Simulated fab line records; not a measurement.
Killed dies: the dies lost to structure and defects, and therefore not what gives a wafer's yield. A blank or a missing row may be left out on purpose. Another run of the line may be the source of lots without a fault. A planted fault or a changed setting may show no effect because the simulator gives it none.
8D (eight disciplines) problem report, filled in by code    flow n5Finfet    the parts of the form that need people (team, actions taken, sign-off) are left out

== 1. THE ISSUE ==
A mean of 100.8 nm is read at N5_BEOL_M0_SAQP_THK_MEAS_05 for thkNm, taken on 1 wafer of 1 lot, against 59.8 nm (standard deviation 0.89) on wafers free of any fault. Measured from the usual mean, that is +46 standard deviations.
First observed at day 9 18:15: wafer L695.3, on filmMetro-01. The record holds 22 wafers of 8 lots with a number at this step. Rule for "out", or "out of limits": more than 4 standard deviations from the usual mean. The rest of the wafers with a number are treated as sound.

== 2. WHAT IT IS, AND WHAT IT ISN'T ==
question                     is                is not
which readings at this step  thkNm             -
which lots                   L695              L680, L682, L683, L685, L687, L696, L699
which wafers of those lots   L695.3            L695.4
read on which gauges         filmMetro-01      filmMetro-02
when                         from day 9 18:15  up to then (15 sound wafers); but 6 sound wafers of L696, L699 came after

== 3. SUSPECTS, AND WHAT RULES EACH OUT ==
Counting: a tool at a process step up to the reading stays a suspect if it ran every lot that is out. Sound lots after the first of them don't rule it out here, since some wafers of a struck lot are sound.
- the gauge at N5_BEOL_M0_SAQP_THK_MEAS_05 has been ruled out. All the wafers that are out were read on filmMetro-01, but those of them that N5_BEOL_M0_SAQP_MANDREL_ETCH_20 has rows for are out there too, on other tools.
- aldSin-04 at N5_MOL_CONTACT_COAG_ALD_133 (deposits SiO2, target thk 5 nm, pulse time 1 s, co reactant pulse time 1 s): kept. The lot that is out, L695, ran on it at day 9 12:21; the last sound lot it ran before that was L687, at day 7 08:11.
- rieDiel-04 at N5_MOL_CONTACT_COAG_ETCHBACK_134 (etches SiO2 in CHF3, target depth 10 nm, time 6.7 s): kept. The lot that is out, L695, ran on it at day 9 12:32; the last sound lot it ran before that was L680, at day 5 18:07.
- rieDiel-04 at N5_MOL_CONTACT_COAG_ETCH_67 (etches SOC in N2/H2, target depth 60 nm, overetch 21 nm, time 101.2 s): kept. The lot that is out, L695, ran on it at day 9 12:34; the last sound lot it ran before that was L680, at day 5 18:09.
- pecvd-03 at N5_BEOL_M0_SAQP_PECVD_04 (deposits a-Si from SiH4/He, target thk 60 nm, time 60.2 s): kept. The lot that is out, L695, ran on it at day 9 18:10; the last sound lot it ran before that was L685, at day 7 02:55.
- The sound lot-mates ran in chamber 0 of aldSin-04 at N5_MOL_CONTACT_COAG_ALD_133, but the wafers that are out ran in chamber 1.
- The sound lot-mates ran in chamber 2 of rieDiel-04 at N5_MOL_CONTACT_COAG_ETCHBACK_134, but the wafers that are out ran in chamber 1.
- The sound lot-mates ran in chamber 2 of rieDiel-04 at N5_MOL_CONTACT_COAG_ETCH_67, but the wafers that are out ran in chamber 1.
- The sound lot-mates ran in chamber 0 of pecvd-03 at N5_BEOL_M0_SAQP_PECVD_04, but the wafers that are out ran in chamber 1.
Left after counting: aldSin-04 at N5_MOL_CONTACT_COAG_ALD_133, rieDiel-04 at N5_MOL_CONTACT_COAG_ETCHBACK_134, rieDiel-04 at N5_MOL_CONTACT_COAG_ETCH_67, pecvd-03 at N5_BEOL_M0_SAQP_PECVD_04.

== 4. THE CAUSE (what the simulator had put in) ==
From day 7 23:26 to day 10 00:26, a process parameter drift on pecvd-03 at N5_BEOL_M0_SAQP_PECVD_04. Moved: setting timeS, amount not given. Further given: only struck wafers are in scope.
This tool is one of the 4 suspects left after counting.

== 5. THE EFFECT CHAIN, in route order ==
One row per reading whose mean, taken over the struck wafers that have a number, lies over 3 standard deviations from the usual. Only readings whose record carries a usual standard deviation are examined. hours: median over the lots of the time between each lot's start at the first step of this table that gives one and its start at this step. sigmas: the change, counted in usual standard deviations.
hours  step                             reading              usual       on struck wafers  change  sigmas
0      N5_BEOL_M0_SAQP_THK_MEAS_05      thkNm                59.8 nm     100.8             +41.0   +46
1      N5_BEOL_M0_SAQP_MANDREL_ETCH_20  oesProductAu         0.773 a.u.  0.986             +0.213  +14
5      N5_BEOL_M0_SAQP_INSPECT_42       rawDefectCount       287         1949              +1662   +23
173    N5_PASSIVATION_PROBE_49          defectLimitedYield   91.7 %      0.0               -91.7   -66
173    N5_PASSIVATION_PROBE_49          killed_at_M0_to_M3   32          1097              +1065   +99 or more
173    N5_PASSIVATION_PROBE_49          killedDies           98          1180              +1082   +64
173    N5_PASSIVATION_PROBE_49          killedOnRim          13          152               +139    +33
173    N5_PASSIVATION_PROBE_49          sort_bin_5_function  4.8 %       96.0              +91.2   +99 or more
173    N5_PASSIVATION_PROBE_49          sortNPass            1073        0                 -1073   -26
173    N5_PASSIVATION_PROBE_49          sortYieldPct         91 %        0                 -91     -26
Process steps it contains:
- N5_BEOL_M0_SAQP_MANDREL_ETCH_20: etches a-Si in HBr/Cl2, stops on SiNx, target depth 60 nm, bt time 10 s, time 30 s.
- N5_PASSIVATION_PROBE_49

== 6. WHAT WOULD HAVE CAUGHT IT SOONER ==
In this record the first reading out of limits at a measuring or inspecting step was taken at day 9 18:15, 43 hours after the fault began at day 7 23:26.
No tool reading at N5_BEOL_M0_SAQP_PECVD_04 that has a usual standard deviation in the record was out on any struck wafer, so an alarm limit of 4 standard deviations on those readings would not have fired.
By day 9 18:15 the whole set of lots that are out, 1 in number, had already begun N5_BEOL_M0_SAQP_PECVD_04 on pecvd-03. Tool hold at that time: it would have spared none of them.
